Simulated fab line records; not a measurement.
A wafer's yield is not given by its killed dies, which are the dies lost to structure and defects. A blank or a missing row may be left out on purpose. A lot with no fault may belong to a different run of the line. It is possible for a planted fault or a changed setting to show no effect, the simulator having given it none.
fab line records -- flow n5Finfet
record lots=7, wafers=21
route steps=1938 shown BEOL_M3@980 BEOL_M4@1037 BEOL_M5@1140 BEOL_M6@1239 BEOL_M7@1308
startH: the number of hours between the record's first day and the start of the first shown wafer of the lot -- waitH: time in hours since the lot's previous step -- " unchanged from the row above -- L1.1+2: one row covering several wafers at once -- - no value, or no start was given -- * or withheld: withheld -- < > ~ a bound
route shown NAME@n: a module of which the file shows steps, and the number in the route of the first -- usual: average and standard deviation across the fault-free wafers -- same: alike in all rows -- chamber/n: place in a boat -- sites: each site's reading -- _std_site: standard deviation across them -- _edge_site: the outer-site mean with the inner-site mean subtracted -- radiusMm: how far each site lies from the wafer's centre -- mask NAME#n: copy n -- behind: the most recent tool/chamber to have shaped the wafer -- hold: why the lot went on hold/how many hours it stayed there/how the hold came to an end -- device: names the non-switching transistor (n, p or np) -- end of line: the tests these same wafers got at the end of their route -- a step with no rows: only its recipe -- killed: the dies lost at the first sort to structure and to defects; this is not the yield of the wafer -- map: per-die view of a wafer (x killed, . not killed, _ where there is no die)
set.NAME: the setting that was run; set.NAME@STEP: the one run at that earlier step -- model.NAME: the simulator's own value behind a step, which no gauge read
lots whose settings were changed on purpose; a table a step, a row a wafer
## steps
# step N5_BEOL_M3_TRENCH_ETCH_37
# recipe chemistry=C4F6/O2, targetDepthA=555.55, target=SiOC, timeS=29.2, ionEnergyEv=250, pressureMtorr=30, sourceW=355, biasW=185, Ar_flow_sccm=300, C4F6_flow_sccm=10, O2_flow_sccm=10
lot.wafer,tool,chamber,startH,waitH,set.timeS,model.etch.depthNm,model.BEOL_M3.featureDepthNm
L077.1,rieDiel-02,3,-,-,29.2,55.33,55.4
L077.4,rieDiel-02,0,-,-,29.2,55.96,56
L077.5,rieDiel-02,0,-,-,29.2,55.93,56
L081.1,rieDiel-02,0,-,-,29.2,55.66,55.6
L081.2,rieDiel-02,1,-,-,29.2,56.89,56.8
L081.3,rieDiel-02,2,-,-,29.2,55.58,55.6
L083.1,rieDiel-03,0,-,-,29.2,55.59,55.6
L083.3,rieDiel-03,3,-,-,22.67,43.19,43.2
L083.4,rieDiel-03,2,-,-,22.67,43.84,43.8
L085.1,rieDiel-02,0,-,-,29.2,56.54,56.6
L085.3,rieDiel-02,2,-,-,29.2,55.56,55.6
L085.4,rieDiel-02,3,-,-,29.2,55.13,55.2
L095.1,rieDiel-02,2,-,-,29.2,55.03,55
L095.5,rieDiel-02,3,-,-,34.74,65.12,65.2
L095.6,rieDiel-02,2,-,-,29.2,55.39,55.4
L096.1,rieDiel-03,3,-,-,29.2,54.55,54.6
L096.2,rieDiel-03,1,-,-,29.2,55.11,55.2
L096.5,rieDiel-03,2,-,-,26.43,51.05,51
L097.3,rieDiel-03,0,-,-,29.2,55.63,55.6
L097.5,rieDiel-03,0,-,-,29.2,55.8,55.8
L097.6,rieDiel-03,1,-,-,26.99,51.37,51.4
# step N5_BEOL_M3_ETCH_41
# recipe chemistry=CH3F/O2, target=SiCN, targetDepthA=299, taperDeg=2, timeS=52.5, ionEnergyEv=120, maskMaterial=TiN, pressureMtorr=30, sourceW=395, biasW=75, Ar_flow_sccm=150, CH3F_flow_sccm=30, O2_flow_sccm=20
# step N5_BEOL_M3_STRIP_97
# recipe chemistry=N2/H2, timeS=10, powerW=450, tempC=40, pressureMtorr=20, rfFrequencyHz=6e+07, biasPowerW=7, n2FlowSccm=200, h2FlowSccm=200
# step N5_BEOL_M3_OCD_MEAS_38
# usual trenchDepthNm=55.5/0.85
lot.wafer,tool,chamber,startH,waitH,set.timeS@BEOL_M3_TRENCH_ETCH_37,trenchDepthNm
L077.1,ocd-02,-,167.40,-,29.2,55.3
L077.4,ocd-02,-,167.40,-,29.2,56.0
L077.5,ocd-02,-,167.40,-,29.2,56.1
L081.1,ocd-01,-,191.50,-,29.2,55.4
L081.2,ocd-01,-,191.50,-,29.2,57.0
L081.3,ocd-01,-,191.50,-,29.2,55.8
L083.1,ocd-01,-,209.18,-,29.2,55.9
L083.3,ocd-01,-,209.18,-,22.67,43.3
L083.4,ocd-01,-,209.18,-,22.67,43.7
L085.1,ocd-02,-,222.23,-,29.2,56.8
L085.3,ocd-02,-,222.23,-,29.2,55.5
L085.4,ocd-02,-,222.23,-,29.2,54.9
L095.1,ocd-02,-,280.71,-,29.2,55.0
L095.5,ocd-02,-,280.71,-,34.74,65.1
L095.6,ocd-02,-,280.71,-,29.2,55.3
L096.1,ocd-02,-,283.51,-,29.2,54.3
L096.2,ocd-02,-,283.51,-,29.2,54.9
L096.5,ocd-02,-,283.51,-,26.43,50.9
L097.3,ocd-02,-,290.94,-,29.2,56.2
L097.5,ocd-02,-,290.94,-,29.2,55.7
L097.6,ocd-02,-,290.94,-,26.99,51.1
# step N5_BEOL_M4_DESCUM_16
# recipe chemistry=O2, timeS=7, sourcePowerW=50, biasPowerW=20, pressureMtorr=20, rfFrequencyHz=2.712e+07, tempC=40, resist=CAR-EUV, o2FlowSccm=225
lot.wafer,tool,chamber,startH,waitH,set.timeS,model.CAR-EUV_of_BEOL_M4_COAT_05.thkNm
L077.1+5,rieDiel-06,"2,0",172.85,0.0,7,26
L077.4,rieDiel-06,3,172.85,0.0,7,26.2
L081.1+2+3,rieDiel-04,"2,0,3",200.23,0.2,7,26.2
L083.1+3+4,rieDiel-01,"0,2,1",214.12,0.1,7,26.2
L085.1+4,rieDiel-06,"3,0",227.86,0.0,7,26.2
L085.3,rieDiel-06,2,227.86,0.0,7,26
L095.1,rieDiel-01,1,287.45,0.5,6.171,26.6
L095.5,rieDiel-01,1,287.45,0.5,6.171,26.4
L095.6,rieDiel-01,0,287.45,0.5,7,26
L096.1+2+5,rieDiel-06,"3,2,2",288.46,0.2,7,26
L097.3+5,rieDiel-01,3,297.01,0.0,7.907,25.6
L097.6,rieDiel-01,2,297.01,0.0,7,26
# step N5_BEOL_M4_ETCH_74
# recipe chemistry=N2/H2, target=underlayer, targetDepthA=65, maskMaterial=CAR-EUV, timeS=5.2, ionEnergyEv=200, pressureMtorr=30, sourceW=840, biasW=150, n2FlowSccm=200, h2FlowSccm=200, ends=cleared
lot.wafer,tool,chamber,startH,waitH,set.timeS@BEOL_M4_DESCUM_16,model.CAR-EUV_of_BEOL_M4_COAT_05.thkNm
L077.1+4+5,rieDiel-06,"2,3,0",172.89,0.0,7,20.4
L081.1+2+3,rieDiel-04,"2,0,3",200.27,0.0,7,20.4
L083.1+3+4,rieDiel-01,"0,2,1",214.16,0.0,7,20.4
L085.1+4,rieDiel-06,"3,0",227.89,0.0,7,20.4
L085.3,rieDiel-06,2,227.89,0.0,7,20.2
L095.1+5,rieDiel-01,1,287.48,0.0,6.171,20.8
L095.6,rieDiel-01,0,287.48,0.0,7,20.2
L096.1+2+5,rieDiel-06,"3,2,2",288.49,0.0,7,20.2
L097.3+5,rieDiel-01,3,297.04,0.0,7.907,19.8
L097.6,rieDiel-01,2,297.04,0.0,7,20.2
# step N5_BEOL_M4_ETCH_64
# recipe chemistry=N2/H2, target=SOC, targetDepthA=750, overetchA=225, maskMaterial=SiARC, tempC=40, timeS=121.9, ionEnergyEv=200, pressureMtorr=30, sourceW=840, biasW=150, n2FlowSccm=200, h2FlowSccm=200
# usual rfVppV=524.3/2.3
lot.wafer,tool,chamber,startH,waitH,set.biasW,rfVppV,model.SiARC_of_BEOL_M4_COAT_62.thkNm
L077.1,rieDiel-06,2,172.93,0.0,150,522.7,6.4
L077.4,rieDiel-06,3,172.93,0.0,150,527.2,6.4
L077.5,rieDiel-06,0,172.93,0.0,150,526.8,6.2
L081.1,rieDiel-04,2,200.31,0.0,150,529.1,6.4
L081.2,rieDiel-04,0,200.31,0.0,139.9,500.7,7
L081.3,rieDiel-04,3,200.31,0.0,139.9,498.5,6.8
L083.1,rieDiel-01,0,214.20,0.0,124.9,467.8,7.4
L083.3,rieDiel-01,2,214.20,0.0,150,523.3,6.4
L083.4,rieDiel-01,1,214.20,0.0,150,522.8,6.4
L085.1,rieDiel-06,3,227.94,0.0,150,525.8,6.4
L085.3,rieDiel-06,2,227.94,0.0,150,520.7,6.4
L085.4,rieDiel-06,0,227.94,0.0,172,574.6,5.2
L095.1,rieDiel-01,1,287.53,0.0,150,522.0,6.4
L095.5,rieDiel-01,1,287.53,0.0,170.9,566.3,5.4
L095.6,rieDiel-01,0,287.53,0.0,170.9,570.2,5.2
L096.1,rieDiel-06,3,288.54,0.0,150,526.3,6.4
L096.2,rieDiel-06,2,288.54,0.0,173.1,571.7,5.4
L096.5,rieDiel-06,2,288.54,0.0,150,523.0,6.4
L097.3,rieDiel-01,3,297.09,0.0,150,524.8,6.4
L097.5,rieDiel-01,3,297.09,0.0,150,524.6,6.4
L097.6,rieDiel-01,2,297.09,0.0,165.3,555.9,5.6
# step N5_BEOL_M5_COAT_66
# recipe resist=SiARC, tempC=220, timeS=60, spinRpm=1500, resistThkNm=12
lot.wafer,tool,chamber,startH,waitH,set.spinRpm,model.SiARC_of_BEOL_M5_COAT_66.thkNm
L077.1+4+5,lithoTrack-05,0,-,-,1500,12
L081.1+2+3,lithoTrack-05,0,-,-,1500,12
L083.1,lithoTrack-02,0,-,-,1585,11.6
L083.3+4,lithoTrack-02,0,-,-,1500,12
L085.1+3+4,lithoTrack-02,0,-,-,1500,12
L096.1,lithoTrack-02,0,-,-,1500,12
L096.2+5,lithoTrack-02,0,-,-,1387,12.4
L095.1,lithoTrack-03,0,-,-,1446,12.4
L095.5,lithoTrack-03,0,-,-,1446,12.2
L095.6,lithoTrack-03,0,-,-,1500,12
L097.3,lithoTrack-02,0,-,-,1333,12.8
L097.5+6,lithoTrack-02,0,-,-,1500,12
# step N5_BEOL_M5_COAT_74
# recipe resist=underlayer, tempC=205, timeS=60, spinRpm=1500, resistThkNm=5
lot.wafer,tool,chamber,startH,waitH,set.tempC
L077.1+4+5,lithoTrack-05,0,-,-,205
L081.1+2+3,lithoTrack-05,0,-,-,205
L083.1+3+4,lithoTrack-02,0,-,-,205
L085.1+3,lithoTrack-02,0,-,-,196.8
L085.4,lithoTrack-02,0,-,-,205
L096.1+2+5,lithoTrack-02,0,-,-,205
L095.1+5,lithoTrack-03,0,-,-,210
L095.6,lithoTrack-03,0,-,-,205
L097.3+5+6,lithoTrack-02,0,-,-,205
# step N5_BEOL_M5_COAT_22
# recipe resist=CAR-EUV, spinRpm=1500, resistThkNm=30
# step N5_BEOL_M5_EBR_24
# recipe solvent=PGMEA, ebrWidthMm=1.5
# step N5_BEOL_M5_DESCUM_33
# recipe chemistry=O2, timeS=7, sourcePowerW=50, biasPowerW=20, pressureMtorr=20, rfFrequencyHz=2.712e+07, tempC=40, resist=CAR-EUV, o2FlowSccm=225
# step N5_BEOL_M5_ETCH_75
# recipe chemistry=N2/H2, target=underlayer, targetDepthA=65, maskMaterial=CAR-EUV, timeS=5.2, ionEnergyEv=200, pressureMtorr=30, sourceW=840, biasW=150, n2FlowSccm=200, h2FlowSccm=200, ends=cleared
# step N5_BEOL_M5_ETCH_67
# recipe chemistry=CF4, target=SiARC, targetDepthA=156, maskMaterial=CAR-EUV, timeS=26, ionEnergyEv=80, pressureMtorr=40, sourceW=545, biasW=36, Ar_flow_sccm=100, cf4FlowSccm=100, ends=cleared
# usual etchRfOnTimeS=26.0/0.39
lot.wafer,tool,chamber,startH,waitH,set.spinRpm@BEOL_M5_COAT_66,etchRfOnTimeS,model.etch.depthNm,model.CAR-EUV_of_BEOL_M5_COAT_22.thkNm
L077.1,rieDiel-03,1,191.93,0.0,1500,26.1,12.03,11.2
L077.4,rieDiel-03,3,191.93,0.0,1500,26.3,12.03,11.2
L077.5,rieDiel-03,1,191.93,0.0,1500,25.9,12.06,11
L081.1,rieDiel-02,0,212.48,0.0,1500,26.4,12.04,11.4
L081.2,rieDiel-02,2,212.48,0.0,1500,25.8,12.07,11.2
L081.3,rieDiel-02,3,212.48,0.0,1500,26.6,12.09,11.2
L083.1,rieDiel-02,3,228.84,0.0,1585,25.3,11.62,11.6
L083.3,rieDiel-02,0,228.84,0.0,1500,25.6,11.96,11.2
L083.4,rieDiel-02,1,228.84,0.0,1500,25.6,11.99,11.2
L085.1,rieDiel-03,1,241.41,0.0,1500,25.4,12.05,11
L085.3,rieDiel-03,0,241.41,0.0,1500,25.7,12.05,11.2
L085.4,rieDiel-03,2,241.41,0.0,1500,25.3,12.06,11
L096.1,rieDiel-03,1,301.92,0.0,1500,25.9,12.03,11
L096.2,rieDiel-03,2,301.92,0.0,1387,26.5,12.49,10.8
L096.5,rieDiel-03,3,301.92,0.0,1387,27.2,12.48,10.6
L095.1,rieDiel-02,0,308.85,0.0,1446,27.0,12.32,11.2
L095.5,rieDiel-02,0,308.85,0.0,1446,26.8,12.25,11
L095.6,rieDiel-02,3,308.85,0.0,1500,26.3,12.05,11.2
L097.3,rieDiel-03,1,313.80,0.0,1333,27.9,12.77,10.4
L097.5,rieDiel-03,2,313.80,0.0,1500,25.9,12.03,11
L097.6,rieDiel-03,1,313.80,0.0,1500,26.2,12.04,11.2
# step N5_BEOL_M5_ETCH_68
# recipe chemistry=N2/H2, target=SOC, targetDepthA=800, overetchA=160, maskMaterial=SiARC, tempC=40, timeS=120, ionEnergyEv=200, pressureMtorr=30, sourceW=840, biasW=150, n2FlowSccm=200, h2FlowSccm=200
lot.wafer,tool,chamber,startH,waitH,set.spinRpm@BEOL_M5_COAT_66,model.SiARC_of_BEOL_M5_COAT_66.thkNm
L077.1+4+5,rieDiel-03,"1,3,1",191.96,0.0,1500,6.4
L081.1+3,rieDiel-02,"0,3",212.51,0.0,1500,6.4
L081.2,rieDiel-02,2,212.51,0.0,1500,6.6
L083.1,rieDiel-02,3,228.86,0.0,1585,6
L083.3+4,rieDiel-02,"0,1",228.86,0.0,1500,6.4
L085.1+4,rieDiel-03,"1,2",241.44,0.0,1500,6.4
L085.3,rieDiel-03,0,241.44,0.0,1500,6.6
L096.1,rieDiel-03,1,301.95,0.0,1500,6.4
L096.2+5,rieDiel-03,"2,3",301.95,0.0,1387,6.8
L095.1+5,rieDiel-02,0,308.88,0.0,1446,6.8
L095.6,rieDiel-02,3,308.88,0.0,1500,6.4
L097.3,rieDiel-03,1,313.83,0.0,1333,7.2
L097.5+6,rieDiel-03,"2,1",313.83,0.0,1500,6.4
# step N5_BEOL_M6_TRENCH_ETCH_37
# recipe chemistry=C4F6/O2, targetDepthA=944.35, target=SiCOH_lowk, timeS=31.5, ionEnergyEv=250, pressureMtorr=30, sourceW=345, biasW=185, Ar_flow_sccm=300, C4F6_flow_sccm=10, O2_flow_sccm=10
# usual rfVppV=661/4.7
lot.wafer,tool,chamber,startH,waitH,set.biasW,rfVppV,model.BEOL_M6.featureDepthNm,model.etch.depthNm
L077.1,rieDiel-06,2,-,-,185,657,93.2,93.18
L077.4,rieDiel-06,0,-,-,185,667,93.8,93.8
L077.5,rieDiel-06,3,-,-,185,662,92.4,92.33
L081.1,rieDiel-06,0,-,-,185,667,93.2,93.24
L081.2,rieDiel-06,3,-,-,194.5,689,94,93.98
L081.3,rieDiel-06,2,-,-,185,658,93.4,93.35
L083.1,rieDiel-06,3,-,-,185,660,93.4,93.34
L083.3,rieDiel-06,2,-,-,201.1,703,97.2,97.12
L083.4,rieDiel-06,2,-,-,201.1,702,96.6,96.53
L085.1,rieDiel-01,2,-,-,185,664,94.4,94.47
L085.3,rieDiel-01,0,-,-,198,699,99,98.9
L085.4,rieDiel-01,3,-,-,185,658,95.2,95.11
L096.1,rieDiel-01,2,-,-,193.3,688,93.8,93.72
L096.2,rieDiel-01,0,-,-,193.3,685,97,96.93
L096.5,rieDiel-01,3,-,-,185,657,93.6,93.6
L095.1,rieDiel-06,0,-,-,217.5,758,98.6,98.58
L095.5,rieDiel-06,2,-,-,217.5,745,98.8,98.75
L095.6,rieDiel-06,1,-,-,217.5,741,101.2,101.1
L097.3,rieDiel-06,2,-,-,156.4,575,88.8,88.9
L097.5,rieDiel-06,2,-,-,185,656,94.4,94.34
L097.6,rieDiel-06,1,-,-,185,650,95.4,95.48
# step N5_BEOL_M6_SPUTTER_48
# recipe material=Cu, targetThkA=100, tempC=-20, biasV=60, powerW=26000, chamberPressurePa=0.13, timeS=1.667
lot.wafer,tool,chamber,startH,waitH,set.powerW
L077.1+4+5,pvdSputter-03,-,204.67,0.1,26000
L081.1,pvdSputter-02,-,229.29,0.1,26000
L081.2+3,pvdSputter-02,-,229.29,0.1,23610
L083.1+3+4,pvdSputter-01,-,247.09,1.8,26000
L085.1+3,pvdSputter-01,-,256.37,0.1,28000
L085.4,pvdSputter-01,-,256.37,0.1,26000
L096.1+2+5,pvdSputter-03,-,315.50,0.1,26000
L095.1+5,pvdSputter-02,-,324.53,0.1,26000
L095.6,pvdSputter-02,-,324.53,0.1,23890
L097.3+6,pvdSputter-01,-,327.87,0.1,24250
L097.5,pvdSputter-01,-,327.87,0.1,26000
# step N5_BEOL_M6_ECD_50
# recipe material=Cu, targetThkA=3000
# step N5_BEOL_M6_ANNEAL_51
# recipe tempC=225, timeS=90, ambient=N2
# step N5_BEOL_M6_PRE_CLEAN_55
# recipe gas=NH3, timeS=15, tempC=withheld, rfPowerW=300
# step N5_BEOL_M6_DEP_56
# recipe material=SiCN, targetThkA=100, tempC=withheld, precursor=3MS/NH3, pressureTorr=3, rfW=202, timeS=17.5
# step N5_BEOL_M6_RS_MEAS_57
# recipe thkMeasGauge=four-point-probe, reads=Cu_of_BEOL_M6_ECD_50+Co_of_BEOL_M6_CVD_78+TaN_of_BEOL_M6_ALD_77
# usual M6_RS=0.287/0.0071
lot.wafer,tool,chamber,startH,waitH,set.biasW@BEOL_M6_TRENCH_ETCH_37,M6_RS[ohm/sq]
L077.1,filmMetro-01,-,205.63,0.1,185,0.291
L077.4,filmMetro-01,-,205.63,0.1,185,0.290
L077.5,filmMetro-01,-,205.63,0.1,185,0.298
L081.1,filmMetro-01,-,230.26,0.1,185,0.282
L081.2,filmMetro-01,-,230.26,0.1,194.5,0.281
L081.3,filmMetro-01,-,230.26,0.1,185,0.286
L083.1,filmMetro-02,-,248.02,0.1,185,0.282
L083.3,filmMetro-02,-,248.02,0.1,201.1,0.268
L083.4,filmMetro-02,-,248.02,0.1,201.1,0.274
L085.1,filmMetro-01,-,257.66,0.1,185,0.280
L085.3,filmMetro-01,-,257.66,0.1,198,0.260
L085.4,filmMetro-01,-,257.66,0.1,185,0.278
L096.1,filmMetro-01,-,316.46,0.1,193.3,0.291
L096.2,filmMetro-01,-,316.46,0.1,193.3,0.276
L096.5,filmMetro-01,-,316.46,0.1,185,0.289
L095.1,filmMetro-02,-,325.46,0.1,217.5,0.266
L095.5,filmMetro-02,-,325.46,0.1,217.5,0.268
L095.6,filmMetro-02,-,325.46,0.1,217.5,0.258
L097.3,filmMetro-01,-,328.81,0.1,156.4,0.317
L097.5,filmMetro-01,-,328.81,0.1,185,0.286
L097.6,filmMetro-01,-,328.81,0.1,185,0.283
# step N5_BEOL_M7_TRENCH_ETCH_37
# recipe chemistry=C4F6/O2, targetDepthA=934.78, target=SiCOH_lowk, timeS=31.2, ionEnergyEv=250, pressureMtorr=30, sourceW=345, biasW=185, Ar_flow_sccm=300, C4F6_flow_sccm=10, O2_flow_sccm=10
lot.wafer,tool,chamber,startH,waitH,set.timeS,model.BEOL_M7.featureDepthNm,model.etch.depthNm
L077.1,rieDiel-02,1,-,-,31.2,94.6,94.69
L077.4,rieDiel-02,0,-,-,31.2,94.2,94.21
L077.5,rieDiel-02,2,-,-,31.2,92.8,92.84
L081.1,rieDiel-05,3,-,-,31.2,93.4,93.46
L081.2,rieDiel-05,1,-,-,24.88,72.6,72.55
L081.3,rieDiel-05,2,-,-,31.2,93.2,93.22
L083.1,rieDiel-03,0,-,-,31.2,94.8,94.77
L083.3,rieDiel-03,1,-,-,29.09,88.4,88.34
L083.4,rieDiel-03,0,-,-,29.09,88,88.05
L085.1,rieDiel-05,3,-,-,36.01,108.6,108.5
L085.3,rieDiel-05,1,-,-,31.2,90.6,90.68
L085.4,rieDiel-05,2,-,-,31.2,92.4,92.33
L096.1,rieDiel-02,2,-,-,31.2,94,94.08
L096.2,rieDiel-02,0,-,-,37.73,112.2,112.3
L096.5,rieDiel-02,0,-,-,37.73,112.4,112.4
L095.1,rieDiel-03,0,-,-,31.2,92,92.08
L095.5,rieDiel-03,1,-,-,36.71,109.4,109.3
L095.6,rieDiel-03,0,-,-,31.2,93,93.09
L097.3,rieDiel-02,2,-,-,31.2,95.4,95.41
L097.5,rieDiel-02,2,-,-,31.2,95.2,95.28
L097.6,rieDiel-02,3,-,-,31.2,93.2,93.25
## key
split step=N5_BEOL_M3_TRENCH_ETCH_37, setting=timeS, stated=29.2, by=wafer
response step=N5_BEOL_M3_TRENCH_ETCH_37, reading=model.etch.depthNm, change=+0.523, per=1%, r=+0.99
response step=N5_BEOL_M3_TRENCH_ETCH_37, reading=model.BEOL_M3.featureDepthNm, change=+0.526, per=1%, r=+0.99
response step=N5_BEOL_M3_OCD_MEAS_38, reading=trenchDepthNm, change=+0.534, per=1%, r=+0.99
split step=N5_BEOL_M4_DESCUM_16, setting=timeS, stated=7, by=wafer
response step=N5_BEOL_M4_DESCUM_16, reading=model.CAR-EUV_of_BEOL_M4_COAT_05.thkNm, change=-0.036, per=1%, r=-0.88
response step=N5_BEOL_M4_ETCH_74, reading=model.CAR-EUV_of_BEOL_M4_COAT_05.thkNm, change=-0.0399, per=1%, r=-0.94
split step=N5_BEOL_M4_ETCH_64, setting=biasW, stated=150, by=wafer
response step=N5_BEOL_M4_ETCH_64, reading=rfVppV, change=+3.31, per=1%, r=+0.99
response step=N5_BEOL_M4_ETCH_64, reading=model.SiARC_of_BEOL_M4_COAT_62.thkNm, change=-0.0712, per=1%, r=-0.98
split step=N5_BEOL_M5_COAT_66, setting=spinRpm, stated=1500, by=wafer
response step=N5_BEOL_M5_COAT_66, reading=model.SiARC_of_BEOL_M5_COAT_66.thkNm, change=-0.0676, per=1%, r=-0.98
response step=N5_BEOL_M5_ETCH_67, reading=etchRfOnTimeS, change=*, per=1%, r=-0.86
response step=N5_BEOL_M5_ETCH_67, reading=model.etch.depthNm, change=-0.0639, per=1%, r=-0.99
response step=N5_BEOL_M5_ETCH_67, reading=model.CAR-EUV_of_BEOL_M5_COAT_22.thkNm, change=+0.0562, per=1%, r=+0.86
response step=N5_BEOL_M5_ETCH_68, reading=model.SiARC_of_BEOL_M5_COAT_66.thkNm, change=-0.0692, per=1%, r=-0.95
split step=N5_BEOL_M5_COAT_74, setting=tempC, stated=205, by=wafer
response none clear
split step=N5_BEOL_M6_TRENCH_ETCH_37, setting=biasW, stated=185, by=wafer
response step=N5_BEOL_M6_TRENCH_ETCH_37, reading=rfVppV, change=+5.13, per=1%, r=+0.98
response step=N5_BEOL_M6_TRENCH_ETCH_37, reading=model.BEOL_M6.featureDepthNm, change=+0.404, per=1%, r=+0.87
response step=N5_BEOL_M6_TRENCH_ETCH_37, reading=model.etch.depthNm, change=+0.398, per=1%, r=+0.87
response step=N5_BEOL_M6_RS_MEAS_57, reading=M6_RS, change=-0.00188, per=1%, r=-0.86
split step=N5_BEOL_M6_SPUTTER_48, setting=powerW, stated=26000, by=wafer
response none clear
split step=N5_BEOL_M7_TRENCH_ETCH_37, setting=timeS, stated=31.2, by=wafer
response step=N5_BEOL_M7_TRENCH_ETCH_37, reading=model.BEOL_M7.featureDepthNm, change=+0.976, per=1%, r=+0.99
response step=N5_BEOL_M7_TRENCH_ETCH_37, reading=model.etch.depthNm, change=+0.974, per=1%, r=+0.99
